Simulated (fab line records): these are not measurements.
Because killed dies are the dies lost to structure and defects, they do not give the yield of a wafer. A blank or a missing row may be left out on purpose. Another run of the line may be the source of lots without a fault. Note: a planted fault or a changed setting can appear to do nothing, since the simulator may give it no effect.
A struck lot beside a sound one / flow n5 finfet / 39 steps out of a route of 1938
Sound: these wafers, L275.1, L275.2, L275.6. Struck: wafers L262.2, L262.3, L262.6. Last of all comes the cause.
For every step that has rows: the tool of each side, followed by ch and its chambers, followed by its first start. Under that, the readings that differ: sound wafers / struck wafers / difference of the means / sigmas: that difference in standard deviations of wafers without a fault.
alike: same words and numbers on both sides, and readings whose means sit less than 2 such deviations apart. not compared: any withheld reading, any reading some wafer has no value for, any bound like >300 that may hide the same value, and any number with overlapping values for which the record gives no deviation.
The two part at a step that has a row with sigmas, a row that says differs or no value, or rows on one side only. When numbers do not overlap yet have no deviation, they are printed without sigmas and do not part them. Lack of a reading on every wafer of one side parts them only where that side has two or more wafers.

first, 9 steps without rows for these wafers: N5_FIN_SAQP_PRECLEAN_42 (cleans in O3/DIW, time 60 s); N5_FIN_SAQP_PRECLEAN_00 (cleans in SC1, time 60 s); N5_FIN_SAQP_PRECLEAN_44 (cleans in SC2, time 45 s); N5_FIN_SAQP_SRD_01 (time 30 s); N5_FIN_SAQP_ALD_61 (deposits SiO2, target thk 4 nm, pulse time 1 s, purge time 2 s); N5_FIN_SAQP_DENSIFY_62 (time 60 s); N5_FIN_SAQP_HM_DEP_03 (deposits SiNx from SiH4/NH3/N2, target thk 38 nm, time 33.6 s); N5_FIN_SAQP_PECVD_47 (deposits a-Si from SiH4/He, target thk 45 nm, time 36.3 s); N5_FIN_SAQP_PECVD_48 (deposits SiNx from SiH4/NH3/N2, target thk 25 nm, time 22.1 s).
N5_FIN_SAQP_PECVD_06: deposits a-Si from SiH4/He, target thk 60 nm, time 48.1 s.
  sound on pecvd-03 ch 0,1,2, day 7 03:43; struck on pecvd-02 ch 0,1,2, day 3 21:09
  no value came back on the struck wafers for any of 5 readings (chamber pressure Torr (Torr), heater power outer w (W) and others); on the sound wafers chamber pressure Torr (Torr) reads 3.006 3.008 2.997
N5_FIN_SAQP_THK_MEAS_07:
  struck on film metro-01, day 3 21:14; sound on film metro-02, day 7 03:49
reading=thk nm (nm); sound=60.6 60.6 62.2; struck=24.6 25.0 25.6; difference=-36.1; sigmas=-43
then, 15 steps without rows for these wafers: N5_FIN_SAQP_HM_DEP_72 (deposits SiO2 from SiH4/N2O, target thk 12 nm, time 7.2 s); N5_FIN_SAQP_COAT_49 (time 60 s, resist thk 100 nm); N5_FIN_SAQP_COAT_50 (time 60 s, resist thk 35 nm); N5_FIN_SAQP_COAT_10 (resist thk 90 nm); N5_FIN_SAQP_EBR_12; N5_FIN_SAQP_SOFTBAKE_11 (time 60 s); N5_FIN_SAQP_EXPOSE_13 (exposes mask FIN CORE, target cd 35.6 nm); N5_FIN_SAQP_PEB_14 (peb time 60 s); N5_FIN_SAQP_DEVELOP_15 (develop time 30 s); N5_FIN_SAQP_DESCUM_21 (chemistry O2, time 7.9 s); N5_FIN_SAQP_ETCH_51 (etches SiARC in CF4, target depth 45.5 nm, time 75.8 s); N5_FIN_SAQP_ETCH_52 (etches SOC in N2/H2, target depth 100 nm, overetch 20 nm, time 150 s); N5_FIN_SAQP_STRIP_53 (strips in N2/H2); N5_FIN_SAQP_HM_OPEN_73 (chemistry CHF3/O2, target SiO2, stops on a-Si, target depth 12 nm, time 16.8 s); N5_FIN_SAQP_STRIP_74 (strips in CHF3/O2).
N5_FIN_SAQP_MANDREL_ETCH_22: etches a-Si in HBr/Cl2, stops on SiNx, target depth 60 nm, bt time 10 s, time 30 s.
  sound on rie si-03 ch 0,2,3, day 7 04:42; struck on rie si-03 ch 0,3, day 3 22:06
reading=oes product au (a.u.); sound=0.793 0.766 0.799; struck=0.311 0.320 0.309; difference=-0.473; sigmas=-34
reading=throttle valve pct (%); sound=35.63 35.14 35.20; struck=36.20 36.62 36.21; difference=+1.02; sigmas=+5
reading=model.etch.depth nm (nm); sound=60.61 60.58 62.14; struck=0 0 0; difference=-61; sigmas=
  alike: drypump motor current A, he backside leak sccm
  not compared: rf hours counter h
then, 6 steps without rows for these wafers: N5_FIN_SAQP_STRIP_55 (strips in N2/H2); N5_FIN_SAQP_STRIP_23 (strips in SPM, time 750 s); N5_FIN_SAQP_SRD_66 (time 30 s); N5_FIN_SAQP_RECESS_75 (chemistry HF/NH3, target SiO2, target depth 14.4 nm, afs cycles 3, sublimation time 60 s); N5_FIN_SAQP_SPACER1_ALD_24 (deposits SiO2, target thk 20.3 nm, pulse time 1 s, purge time 2 s); N5_FIN_SAQP_SPACER1_ETCHBACK_25 (etches SiO2 in CHF3/O2, target depth 24.4 nm, time 12.2 s).
N5_FIN_SAQP_MANDREL1_REMOVE_56: chemistry HBr/Cl2/O2, target a-Si, stops on SiNx, bt time 10 s.
  sound on rie si-01 ch 0,1, day 7 06:36; struck on rie si-01 ch 0,2, day 3 23:43
reading=model.FIN_SAQP.cd nm (nm); sound=20.4 20.4 20.4; struck=35.4 35.4 35.6; difference=+15.1; sigmas=
  alike: drypump motor current A, he backside leak sccm, oes product au, throttle valve pct
  not compared: rf hours counter h
N5_FIN_SAQP_CD_MEAS_27: target cd 20 nm.
  sound on cd sem-01 ch 0, day 7 06:43; struck on cd sem-02 ch 0, day 3 23:49
reading=cd nm (nm); sound=20.25 20.16 20.55; struck=- - -; difference=no value on the struck wafers; sigmas=
then, 1 step without rows for these wafers: N5_FIN_SAQP_ETCH_57 (etches SiNx in CH3F/O2, target depth 32.5 nm, time 46.4 s).
N5_FIN_SAQP_MANDREL2_REMOVE_60: chemistry HBr/Cl2/O2, target a-Si, stops on SiNx, bt time 10 s.
  sound on rie si-05 ch 0,1,3, day 7 08:22; struck on rie si-05 ch 1,2, day 4 01:26
reading=model.FIN_SAQP.cd nm (nm); sound=8.2 8 8.2; struck=35.2 35.4 35.6; difference=+27.3; sigmas=
  alike: drypump motor current A, he backside leak sccm, oes product au, throttle valve pct
  not compared: rf hours counter h
N5_BEOL_M4_RC_MEAS_101:
  the record has rows for the sound wafers here (prober-02 ch 0, day 12 23:18) and none for the struck ones
-- the record jumps here: 11 days lie between the struck wafers' starts before and after (it left off in module BEOL_M4 and takes up again in module PASSIVATION, whose first step shown is number 1936 of the route) --
N5_PASSIVATION_PROBE_49:
  struck on prober-02, day 14 17:42; sound on prober-01, day 17 07:54
reading=defect limited yield (%); sound=89.8 89.2 91.2; struck=0 0 0; difference=-90; sigmas=-69
reading=killed_at_M0_to_M3; sound=26 34 42; struck=7 11 6; difference=-26; sigmas=-3
reading=killed_at_M4_up; sound=25 22 17; struck=1 3 2; difference=-19; sigmas=-3
reading=killed at front end; sound=47 43 36; struck=1169 1166 1170; difference=+1126; sigmas=+94
reading=killed at other; sound=12 3 8; struck=1 0 0; difference=-7; sigmas=-2
reading=killed dies; sound=120 127 104; struck=1180 1180 1180; difference=+1063; sigmas=+71
reading=killed on rim; sound=15 10 12; struck=152 152 152; difference=+140; sigmas=+33
reading=killed open; sound=84 89 71; struck=13 11 9; difference=-70; sigmas=-6
reading=killed short; sound=34 37 31; struck=5 7 5; difference=-28; sigmas=-4
reading=sort_bin_5_function (%); sound=4.6 6.2 5.3; struck=73.2 72.7 75.3; difference=+68.4; sigmas=+84
reading=sort_bin_6_memory (%); sound=5.6 3.9 3.4; struck=2.9 2.3 3.1; difference=-1.5; sigmas=-2
reading=sort n pass; sound=1060 1053 1076; struck=0 0 0; difference=-1063; sigmas=-71
reading=sort yield pct (%); sound=89.8 89.2 91.2; struck=0 0 0; difference=-90; sigmas=-69
  alike: killed at contacts

== WHERE THEY PART ==
At N5_FIN_SAQP_PECVD_06 first; at N5_PASSIVATION_PROBE_49 last (within this record only).

WHY: the cause the simulator had injected
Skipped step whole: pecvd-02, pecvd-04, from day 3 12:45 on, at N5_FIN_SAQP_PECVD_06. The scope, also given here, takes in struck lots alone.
